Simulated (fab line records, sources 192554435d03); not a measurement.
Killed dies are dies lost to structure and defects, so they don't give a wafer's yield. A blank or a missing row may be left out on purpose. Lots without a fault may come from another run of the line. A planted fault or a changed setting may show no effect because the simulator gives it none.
Which tool did it? | flow n5_finfet | 10 lots, 30 wafers sampled, at 5 steps of a route of 1938

WHAT THE GAUGES READ, wafer by wafer
The record holds no reading of a measuring or inspecting step that can be judged against a usual standard deviation.

WHICH TOOL RAN EACH LOT (tool, then ch and the chambers of the sampled wafers, then the start)
lot  | N5_FIN_CUT_DESCUM_13              | N5_FIN_CUT_CUT_ETCH_15          | N5_STI_FIN_REVEAL_CMP_04     | N5_STI_FIN_REVEAL_STRIP_24        | N5_PASSIVATION_PROBE_49
L464 | rie_diel-01 ch 2,3, day 2 15:33   | rie_si-04 ch 0,2,3, day 2 16:11 | cmp-04 ch 1,2,3, day 2 23:40 | rie_diel-02 ch 0,1, day 3 00:18   | -
L466 | rie_diel-01 ch 2,3, day 3 04:07   | rie_si-04 ch 0,2, day 3 04:49   | cmp-01 ch 0,3, day 3 10:26   | rie_diel-02 ch 0,1,3, day 3 11:03 | prober-01, day 13 09:01
L469 | rie_diel-01 ch 0,2,3, day 3 22:40 | rie_si-01 ch 0,1,3, day 3 23:18 | cmp-01 ch 0,2, day 4 05:35   | rie_diel-05 ch 0,2, day 4 06:21   | -
L470 | rie_diel-01 ch 0,1,2, day 4 05:31 | rie_si-04 ch 0,1, day 4 06:09   | cmp-02 ch 1,3, day 4 11:51   | rie_diel-02 ch 0,1, day 4 12:23   | -
L475 | rie_diel-01 ch 0,1,2, day 5 10:59 | rie_si-01 ch 0,2,3, day 5 11:37 | cmp-02 ch 1,2,3, day 5 17:02 | rie_diel-05 ch 0,1,2, day 5 17:37 | -
L476 | rie_diel-01 ch 0,1,3, day 5 15:19 | rie_si-01 ch 0,2,3, day 5 15:57 | cmp-02 ch 0,2,3, day 5 21:32 | rie_diel-05 ch 0,1,2, day 5 22:07 | -
L477 | rie_diel-03 ch 0,2,3, day 5 20:37 | rie_si-04 ch 0,1,2, day 5 21:14 | cmp-02 ch 0,2,3, day 6 03:25 | rie_diel-05 ch 0,1,2, day 6 04:08 | -
L479 | rie_diel-01 ch 0,1,3, day 6 08:40 | rie_si-06 ch 0,1, day 6 09:18   | cmp-04 ch 0,2,3, day 6 14:49 | rie_diel-04 ch 0,1,2, day 6 15:20 | -
L484 | rie_diel-06 ch 0,2,3, day 7 14:27 | rie_si-01 ch 0,2,3, day 7 15:05 | cmp-01 ch 1,3, day 7 20:57   | rie_diel-04 ch 1,2, day 7 21:32   | -
L485 | rie_diel-01 ch 0,1,3, day 7 20:08 | rie_si-01 ch 1,2,3, day 7 20:46 | cmp-04 ch 0,1,3, day 8 02:13 | rie_diel-05 ch 1,3, day 8 03:03   | -
- N5_FIN_CUT_DESCUM_13: chemistry O2, time 7 s.
- N5_FIN_CUT_CUT_ETCH_15: etches Si in HBr/Cl2/O2, target depth 100 nm, bt time 10 s, time 42.4 s.
- N5_STI_FIN_REVEAL_CMP_04: polishes, stops on Si3N4, t overpolish 4 s, target thk 131.83 nm.
- N5_STI_FIN_REVEAL_STRIP_24: strips in N2/H2, time 90 s.
- N5_PASSIVATION_PROBE_49

WHAT THE TOOLS THEMSELVES READ (means of the sampled wafers that have a number; where no wafer has one, the mark that the record gives instead)
N5_FIN_CUT_DESCUM_13. Usual: drypump_motor_current_A 5.7 A, standard deviation 0.4; oes_product_au 0.76 a.u., standard deviation 0.05; rf_vpp_V 243.2 V, standard deviation 1.4; showerhead_plenum_p_Torr 2.10 Torr, standard deviation 0.08; temp_c 40.00 C, standard deviation 0.11; throttle_valve_pct 20.57 %, standard deviation 0.29.
lot  | tool        | drypump_motor_current_A (A) | oes_product_au (a.u.) | rf_vpp_V (V) | showerhead_plenum_p_Torr (Torr) | temp_c (C) | throttle_valve_pct (%) | flag
L464 | rie_diel-01 | 5.4                         | 0.79                  | 243.5        | 2.18                            | 39.95      | 20.67                  |
L466 | rie_diel-01 | 5.4                         | 0.80                  | 244.2        | 2.14                            | 39.95      | 20.67                  |
L469 | rie_diel-01 | 5.4                         | 0.76                  | 244.1        | 2.13                            | 39.99      | 20.67                  |
L470 | rie_diel-01 | 5.5                         | 0.72                  | 244.7        | 2.14                            | 39.91      | 20.64                  |
L475 | rie_diel-01 | 5.5                         | 0.72                  | 243.9        | 2.14                            | 40.01      | 20.65                  |
L476 | rie_diel-01 | 5.5                         | 0.73                  | 243.7        | 2.10                            | 39.96      | 20.67                  |
L477 | rie_diel-03 | 6.0                         | 0.76                  | 244.0        | 2.11                            | 40.09      | 20.33                  |
L479 | rie_diel-01 | 5.5                         | 0.73                  | 243.6        | 2.10                            | 40.02      | 20.68                  |
L484 | rie_diel-06 | 6.0                         | 0.75                  | 241.4        | 1.99                            | 40.02      | 20.37                  |
L485 | rie_diel-01 | 5.5                         | 0.73                  | 243.2        | 2.10                            | 40.02      | 20.70                  |

N5_FIN_CUT_CUT_ETCH_15. Usual: drypump_motor_current_A 5.7 A, standard deviation 0.43; oes_o_777_au 0.99 a.u., standard deviation 0.08; oes_product_au 0.987 a.u., standard deviation 0.015; throttle_valve_pct 37.3 %, standard deviation 0.36.
lot  | tool      | drypump_motor_current_A (A) | oes_o_777_au (a.u.) | oes_product_au (a.u.) | throttle_valve_pct (%) | flag
L464 | rie_si-04 | 5.9                         | 1.01                | 0.991                 | 37.5                   |
L466 | rie_si-04 | 6.2                         | 1.04                | 0.998                 | 37.7                   |
L469 | rie_si-01 | 5.3                         | 0.94                | 0.993                 | 37.2                   |
L470 | rie_si-04 | 5.5                         | 0.95                | 0.973                 | 37.1                   |
L475 | rie_si-01 | 5.5                         | 1.00                | 0.989                 | 37.2                   |
L476 | rie_si-01 | 5.5                         | 0.99                | 0.990                 | 37.2                   |
L477 | rie_si-04 | 5.8                         | 0.99                | 0.987                 | 37.4                   |
L479 | rie_si-06 | 6.2                         | 1.00                | 0.992                 | 37.6                   |
L484 | rie_si-01 | 5.5                         | 1.00                | 0.988                 | 37.2                   |
L485 | rie_si-01 | 5.6                         | 0.98                | 0.984                 | 37.2                   |

N5_STI_FIN_REVEAL_CMP_04. Usual: edge_zone_pressure_frac 1.000, standard deviation 0.0049; motor_current_A 8.0 A, standard deviation 0.97; overpolish_run_s 4.000 s, standard deviation 0.0092; slurry_filter_dp_kPa 13.49 kPa, standard deviation 0.14; time_to_endpoint_s 105 s, standard deviation 7.6.
lot  | tool   | edge_zone_pressure_frac | motor_current_A (A) | overpolish_run_s (s) | slurry_filter_dp_kPa (kPa) | time_to_endpoint_s (s) | flag
L464 | cmp-04 | 0.998                   | 8.0                 | 3.991                | 13.41                      | 97                     |
L466 | cmp-01 | 1.004                   | 8.9                 | 4.005                | 13.51                      | 108                    |
L469 | cmp-01 | 1.000                   | 8.3                 | 3.995                | 13.48                      | 110                    |
L470 | cmp-02 | 0.997                   | 9.1                 | 4.003                | 13.51                      | 115                    |
L475 | cmp-02 | 0.998                   | 8.0                 | 4.006                | 13.46                      | 147                    | OFF
L476 | cmp-02 | 0.999                   | 7.4                 | 3.995                | 13.51                      | 150                    | OFF
L477 | cmp-02 | 0.999                   | 7.2                 | 3.999                | 13.48                      | 144                    | OFF
L479 | cmp-04 | 1.000                   | 8.2                 | 4.003                | 13.33                      | 99                     |
L484 | cmp-01 | 1.000                   | 8.4                 | 3.998                | 13.43                      | 109                    |
L485 | cmp-04 | 1.000                   | 8.0                 | 3.992                | 13.45                      | 100                    |

N5_STI_FIN_REVEAL_STRIP_24. Usual: drypump_motor_current_A 5.7 A, standard deviation 0.41; oes_product_au 0.75 a.u., standard deviation 0.089; rf_vpp_V 45.2 V, standard deviation 0.92; showerhead_plenum_p_Torr 3.39 Torr, standard deviation 0.13; temp_c 40.00 C, standard deviation 0.12; throttle_valve_pct 12.27 %, standard deviation 0.25.
lot  | tool        | drypump_motor_current_A (A) | oes_product_au (a.u.) | rf_vpp_V (V) | showerhead_plenum_p_Torr (Torr) | temp_c (C) | throttle_valve_pct (%) | flag
L464 | rie_diel-02 | 6.1                         | 0.71                  | 44.4         | 3.33                            | 39.94      | 12.20                  |
L466 | rie_diel-02 | 6.2                         | 0.70                  | 44.3         | 3.37                            | 39.95      | 12.23                  |
L469 | rie_diel-05 | 5.2                         | 0.74                  | 45.0         | 3.37                            | 39.98      | 12.21                  |
L470 | rie_diel-02 | 6.1                         | 0.70                  | 44.8         | 3.32                            | 40.03      | 12.24                  |
L475 | rie_diel-05 | 5.6                         | 0.75                  | 44.5         | 3.37                            | 40.08      | 12.21                  |
L476 | rie_diel-05 | 5.6                         | 0.75                  | 45.1         | 3.37                            | 40.14      | 12.21                  |
L477 | rie_diel-05 | 5.6                         | 0.75                  | 45.2         | 3.37                            | 39.98      | 12.22                  |
L479 | rie_diel-04 | 5.4                         | 0.77                  | 45.7         | 3.49                            | 40.11      | 12.31                  |
L484 | rie_diel-04 | 5.4                         | 0.68                  | 45.3         | 3.40                            | 39.90      | 12.54                  |
L485 | rie_diel-05 | 5.8                         | 0.86                  | 45.2         | 3.38                            | 39.99      | 12.28                  |

N5_PASSIVATION_PROBE_49. Usual: killed_at_M0_to_M3 34, standard deviation 11; killed_at_M4_up 13, standard deviation 5.2; killed_at_contacts 13, standard deviation 6.3; killed_at_front_end 40, standard deviation 14; killed_at_other 3.2, standard deviation 2.4; killed_dies 104, standard deviation 19; killed_open 69, standard deviation 14; killed_short 32, standard deviation 7.5.
lot  | tool      | killed_at_M0_to_M3 | killed_at_M4_up | killed_at_contacts | killed_at_front_end | killed_at_other | killed_dies | killed_open | killed_short | flag
L466 | prober-01 | 27                 | 9               | 16                 | 29                  | 1.3             | 81          | 53          | 26           |

THE ANSWER, worked out from the rows above alone
Rule: a lot is off if the mean of its wafers that have a number lies more than 3 standard deviations from the usual mean. A lot without any number at a reading at which 4 lots or more have one is off too. The other lots that the step has rows for count as sound. The gauges are gone through in route order, then the tools' own readings, and for those a lot's mean is taken as printed above. The first step at which some lot is off is used, and at that step the reading that is off furthest; a lot without a number counts as furthest.
Off: L475, L476, L477, at N5_STI_FIN_REVEAL_CMP_04 (time_to_endpoint_s).
A tool fits if, at that step or a process step before it, it ran every lot that is off, and no sound lot after the first of them. One fits: cmp-02 at N5_STI_FIN_REVEAL_CMP_04. Its last sound lot is L470 (day 4 11:51), its first lot that is off L475 (day 5 17:02): a fault that began between those two fits.
The tool's own readings at N5_STI_FIN_REVEAL_CMP_04 bear it out: on the lots that are off they differ by more than 5 times the standard deviation of the sound lots' means. time_to_endpoint_s reads 147 s there against 105 s on the sound lots.

WHAT THE SIMULATOR HAD PUT IN
Process parameter drift: cmp-02, from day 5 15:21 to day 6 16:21, at N5_STI_FIN_REVEAL_CMP_04. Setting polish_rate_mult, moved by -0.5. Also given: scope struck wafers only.
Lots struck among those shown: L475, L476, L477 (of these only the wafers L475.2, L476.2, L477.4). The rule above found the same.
